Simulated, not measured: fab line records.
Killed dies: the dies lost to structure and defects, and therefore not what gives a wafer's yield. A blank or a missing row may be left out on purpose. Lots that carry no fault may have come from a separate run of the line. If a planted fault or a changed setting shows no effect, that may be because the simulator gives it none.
Code-filled problem report in 8D (eight disciplines) form    flow nand_harc    the parts of the form that need people (team, actions taken, sign-off) are left out

## 1. PROBLEM STATEMENT
Wafers without a fault read 998 nm, standard deviation 8.2; thk_nm at NHARC_A_ONON_D2_THK_MEAS_02 reads a mean of 1530 nm on 4 wafers belonging to 3 lots. That puts it +65 standard deviations away from the usual mean.
The step: measures by ellipsometry.
First seen on wafer L247.2, day 15 19:04, on film_metro-02. The record has a number at this step for 39 wafers belonging to 14 lots. The rule behind "out" and "out of limits": a value lying over 4 standard deviations away from the usual mean. The other wafers with a number count as sound.

## 2. WHAT IT IS, AND WHAT IT ISN'T
question                     is                              is not
which readings at this step  thk_nm                          -
which lots                   L247, L248, L250                L240, L242, L243, L251, L253, L254, L256, L257, L258, L259, L262
which wafers of those lots   L247.2, L247.5, L248.5, L250.2  L248.4, L250.1
read on which gauges         film_metro-01, film_metro-02    -
when                         from day 15 19:04               up to then (9 sound wafers); but 26 sound wafers of L248, L250, L251, L253, L254, L256, L257, L258, L259, L262 came after

## 3. SUSPECTS, AND WHAT RULES EACH OUT
Counting: if a tool at a process step up to the reading ran every lot that is out, it stays a suspect. Sound lots after the first of them don't rule it out here, since some wafers of a struck lot are sound.
- the gauge at NHARC_A_ONON_D2_THK_MEAS_02: ruled out. The wafers that are out were read on 2 gauges (film_metro-01, film_metro-02).
- pecvd_onon-03 at NHARC_A_ONON_D2_DEP_00 (target thk 1000 nm): kept. It ran every lot that is out, first L247 (day 15 18:37).
After counting, what remains is pecvd_onon-03 at NHARC_A_ONON_D2_DEP_00.

## 4. THE CAUSE (what the simulator had put in)
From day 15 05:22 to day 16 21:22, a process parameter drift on pecvd_onon-03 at NHARC_A_ONON_D2_DEP_00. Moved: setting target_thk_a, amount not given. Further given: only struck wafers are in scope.
The count eliminated every tool but this one.

## 5. THE CHAIN OF EFFECTS, in route order
Each row: a reading where the mean over the struck wafers with a number is more than 3 standard deviations away from the usual. Readings are gone through only where the record gives a usual standard deviation; hours: the median, over the lots, of the time from a lot's start at the first step in this table giving one to that lot's start at this step; sigmas: the change measured in usual standard deviations.
hours  step                         reading          usual   on struck wafers  change  sigmas
0      NHARC_A_ONON_D2_THK_MEAS_02  thk_nm           998 nm  1530              +532    +65
292    NHARC_END_SORT_01            killed_at_array  56      671               +615    +31
292    NHARC_END_SORT_01            killed_dies      61      677               +616    +29

## 6. WHAT WOULD HAVE CAUGHT IT SOONER
Counted from the fault's start at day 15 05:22, it took 14 hours until the first out-of-limits reading at a measuring or inspecting step in this record, taken at day 15 19:04.
L248, L250, from the lots that are out (3), started NHARC_A_ONON_D2_DEP_00 on pecvd_onon-03 later than day 15 19:04. A hold on the tool at that time would have spared those 2.
